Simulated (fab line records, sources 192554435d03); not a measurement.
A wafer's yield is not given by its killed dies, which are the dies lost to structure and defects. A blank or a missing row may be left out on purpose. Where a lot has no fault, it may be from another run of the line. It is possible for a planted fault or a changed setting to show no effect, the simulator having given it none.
Chamber matching ; flow n5_finfet ; rie_diel-01 running N5_BEOL_M8_STRIP_19: 4 sister chambers
The step strips in O2. 18 wafers are shown with their chamber, then 9 later ones without.

## WAFERS WITH THEIR CHAMBER
wafer;chamber;drypump_motor_current_A (A);throttle_valve_pct (%);showerhead_plenum_p_Torr (Torr)
L075.1;2;5.7;16.65;2.055
L075.2;3;4.8;16.86;2.071
L075.3;1;5.7;16.88;2.067
L084.1;1;5.8;16.40;2.062
L084.3;3;4.8;16.92;2.061
L084.6;1;5.7;16.41;2.062
L083.2;1;5.7;16.41;2.061
L083.5;3;4.8;16.93;2.061
L083.6;2;5.7;16.71;2.044
L087.2;1;5.7;16.41;2.061
L087.3;2;5.7;16.68;2.044
L087.6;3;4.8;16.95;2.060
L086.3;0;6.5;16.32;2.036
L086.4;3;4.8;16.93;2.060
L086.5;0;6.5;16.32;2.036
L088.2;0;6.5;16.34;2.034
L088.4;1;5.7;16.42;2.059
L088.6;3;4.8;16.93;2.057

SIGNATURES (means of the wafers above)
reading;chamber 0;chamber 1;chamber 2;chamber 3;scatter within a chamber
drypump_motor_current_A;6.500;5.717;5.700;4.800;0.0244
throttle_valve_pct;16.3267;16.4883;16.6800;16.9200;0.117
showerhead_plenum_p_Torr;2.03533;2.06200;2.04767;2.06167;0.00409
Rule: for a wafer and a chamber, the distance is found by dividing, reading by reading, the gap between the wafer's reading and the chamber's mean by the reading's scatter, squaring, summing and taking the root. If the next closest chamber is less than 2 further off than the closest, the wafer can't be placed; otherwise it belongs to the closest. The scatter: take each reading less its chamber's mean, square it, sum over the shown wafers, divide by the number of wafers less the number of chambers, and take the root.

## WAFERS WITH NO CHAMBER GIVEN
wafer;drypump_motor_current_A (A);throttle_valve_pct (%);showerhead_plenum_p_Torr (Torr)
L093.1;5.7;16.76;2.037
L093.3;6.5;16.38;2.031
L093.4;5.7;16.73;2.037
L095.2;5.7;16.47;2.052
L095.5;5.7;16.48;2.052
L095.6;5.7;16.76;2.034
L097.1;4.8;16.51;2.056
L097.2;5.8;16.51;2.050
L097.4;5.7;16.78;2.032

## EACH ONE'S CHAMBER
wafer;from the rows above;in truth
L093.1;2;2
L093.3;0;0
L093.4;2;2
L095.2;can't be placed: 2 or 1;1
L095.5;can't be placed: 2 or 1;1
L095.6;2;2
L097.1;3;3
L097.2;can't be placed: 2 or 1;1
L097.4;2;2
6 of 9 placed correctly. From these rows, 3 cannot be placed; in 3 the true chamber is one of the candidates. Number placed wrongly: 0.
